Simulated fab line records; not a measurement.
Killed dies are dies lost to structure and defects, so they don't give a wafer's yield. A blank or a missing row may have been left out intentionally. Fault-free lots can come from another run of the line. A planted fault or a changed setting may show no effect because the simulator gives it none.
Which tool was responsible? || flow n5Finfet || Sampling: 12 lots, 36 wafers, 4 of 1938 route steps

## WHAT THE GAUGES SHOWED, per wafer
N5_BEOL_M1_THK_MEAS_53: measures by xrf.
{"lot": "L075", "measured": "day 6 11:46", "on": "filmMetro-01", "M1_THK (nm)": "44.7 41.3 41.6"}
{"lot": "L077", "measured": "day 7 04:25", "on": "filmMetro-01", "M1_THK (nm)": "39.0 42.0 41.5"}
{"lot": "L079", "measured": "day 7 13:29", "on": "filmMetro-01", "M1_THK (nm)": "41.1 39.1 41.9"}
{"lot": "L081", "measured": "day 8 09:20", "on": "filmMetro-01", "M1_THK (nm)": "40.0 41.9 42.6"}
{"lot": "L083", "measured": "day 8 14:58", "on": "filmMetro-02", "M1_THK (nm)": "43.0 41.6 40.6"}
{"lot": "L086", "measured": "day 9 10:46", "on": "filmMetro-02", "M1_THK (nm)": "39.1 39.9 41.3"}
{"lot": "L087", "measured": "day 9 17:25", "on": "filmMetro-01", "M1_THK (nm)": "39.4 40.9 40.0"}
{"lot": "L089", "measured": "day 10 04:09", "on": "filmMetro-02", "M1_THK (nm)": "37.6 39.1 39.9"}
{"lot": "L091", "measured": "day 10 18:56", "on": "filmMetro-01", "M1_THK (nm)": "41.9 43.8 42.4"}
{"lot": "L093", "measured": "day 11 00:40", "on": "filmMetro-01", "M1_THK (nm)": "40.8 41.8 44.9"}
{"lot": "L095", "measured": "day 11 22:02", "on": "filmMetro-01", "M1_THK (nm)": "42.1 43.4 41.6"}
{"lot": "L097", "measured": "day 12 13:53", "on": "filmMetro-01", "M1_THK (nm)": "38.6 40.4 39.4"}

## TOOL THAT RAN EACH LOT (tool first, then ch and the chambers of the sampled wafers, then the start)
{"lot": "L075", "N5_BEOL_M1_ALD_98": "aldSin-03 ch 0,1,3, day 6 07:09", "N5_BEOL_M1_ETCH_70": "rieDiel-01 ch 0,1, day 6 07:41", "N5_BEOL_M1_SPUTTER_94": "pvdSputter-01, day 6 10:46"}
{"lot": "L077", "N5_BEOL_M1_ALD_98": "aldSin-04 ch 0,3, day 6 19:11", "N5_BEOL_M1_ETCH_70": "rieDiel-01 ch 0,1, day 7 00:17", "N5_BEOL_M1_SPUTTER_94": "pvdSputter-03, day 7 03:25"}
{"lot": "L079", "N5_BEOL_M1_ALD_98": "aldSin-03 ch 1,2,3, day 7 08:22", "N5_BEOL_M1_ETCH_70": "rieDiel-02 ch 0,1,3, day 7 09:17", "N5_BEOL_M1_SPUTTER_94": "pvdSputter-03, day 7 12:29"}
{"lot": "L081", "N5_BEOL_M1_ALD_98": "aldSin-02 ch 0,1, day 8 02:31", "N5_BEOL_M1_ETCH_70": "rieDiel-01 ch 0,1, day 8 04:59", "N5_BEOL_M1_SPUTTER_94": "pvdSputter-02, day 8 08:19"}
{"lot": "L083", "N5_BEOL_M1_ALD_98": "aldSin-02 ch 0,1, day 8 11:09", "N5_BEOL_M1_ETCH_70": "rieDiel-02 ch 0,2, day 8 11:19", "N5_BEOL_M1_SPUTTER_94": "pvdSputter-01, day 8 13:58"}
{"lot": "L086", "N5_BEOL_M1_ALD_98": "aldSin-02 ch 2,3, day 9 04:05", "N5_BEOL_M1_ETCH_70": "rieDiel-03 ch 0,2, day 9 06:41", "N5_BEOL_M1_SPUTTER_94": "pvdSputter-01, day 9 09:46"}
{"lot": "L087", "N5_BEOL_M1_ALD_98": "aldSin-03 ch 1,3, day 9 08:52", "N5_BEOL_M1_ETCH_70": "rieDiel-03 ch 0,1,2, day 9 13:22", "N5_BEOL_M1_SPUTTER_94": "pvdSputter-01, day 9 16:25"}
{"lot": "L089", "N5_BEOL_M1_ALD_98": "aldSin-04 ch 0,1, day 9 23:08", "N5_BEOL_M1_ETCH_70": "rieDiel-03 ch 2,3, day 10 00:19", "N5_BEOL_M1_SPUTTER_94": "pvdSputter-02, day 10 03:08"}
{"lot": "L091", "N5_BEOL_M1_ALD_98": "aldSin-02 ch 0,3, day 10 07:13", "N5_BEOL_M1_ETCH_70": "rieDiel-01 ch 0,1, day 10 14:42", "N5_BEOL_M1_SPUTTER_94": "pvdSputter-01, day 10 17:56"}
{"lot": "L093", "N5_BEOL_M1_ALD_98": "aldSin-02 ch 2,3, day 10 20:35", "N5_BEOL_M1_ETCH_70": "rieDiel-01 ch 0,1,3, day 10 20:46", "N5_BEOL_M1_SPUTTER_94": "pvdSputter-03, day 10 23:39"}
{"lot": "L095", "N5_BEOL_M1_ALD_98": "aldSin-02 ch 0,1, day 11 13:43", "N5_BEOL_M1_ETCH_70": "rieDiel-01 ch 0,3, day 11 17:24", "N5_BEOL_M1_SPUTTER_94": "pvdSputter-01, day 11 20:46"}
{"lot": "L097", "N5_BEOL_M1_ALD_98": "aldSin-03 ch 1,2,3, day 12 04:36", "N5_BEOL_M1_ETCH_70": "rieDiel-02 ch 0,1,2, day 12 07:14", "N5_BEOL_M1_SPUTTER_94": "pvdSputter-01, day 12 12:53"}
- N5_BEOL_M1_ALD_98: deposits SiO2, target thk 2.5 nm, pulse time 1 s, co reactant pulse time 1 s.
- N5_BEOL_M1_ETCH_70: etches SOC in N2/H2, target depth 80 nm, overetch 16 nm, time 120 s.
- N5_BEOL_M1_SPUTTER_94: material Cu, target thk 4.5 nm, time 8.29 s.

## THE ANSWER, worked out from the rows above alone
Rule: the lots themselves supply what counts as usual. The widest of any qualifying gaps counts: lots, ordered by their means at a reading, are off when they make up no more than a third of the lots, leave a main group of 4 or more, and stand apart from it by 3 or more times the standard deviation of that group's means. Not used: any main group whose means are identical at the precision the tables above print for the reading. A lot without any number at a reading at which 4 lots or more have one is off too. Any other lot the step has rows for is counted as sound.
No lot is off at any reading shown: from this, nothing can be told.

## WHAT THE SIMULATOR PUT IN
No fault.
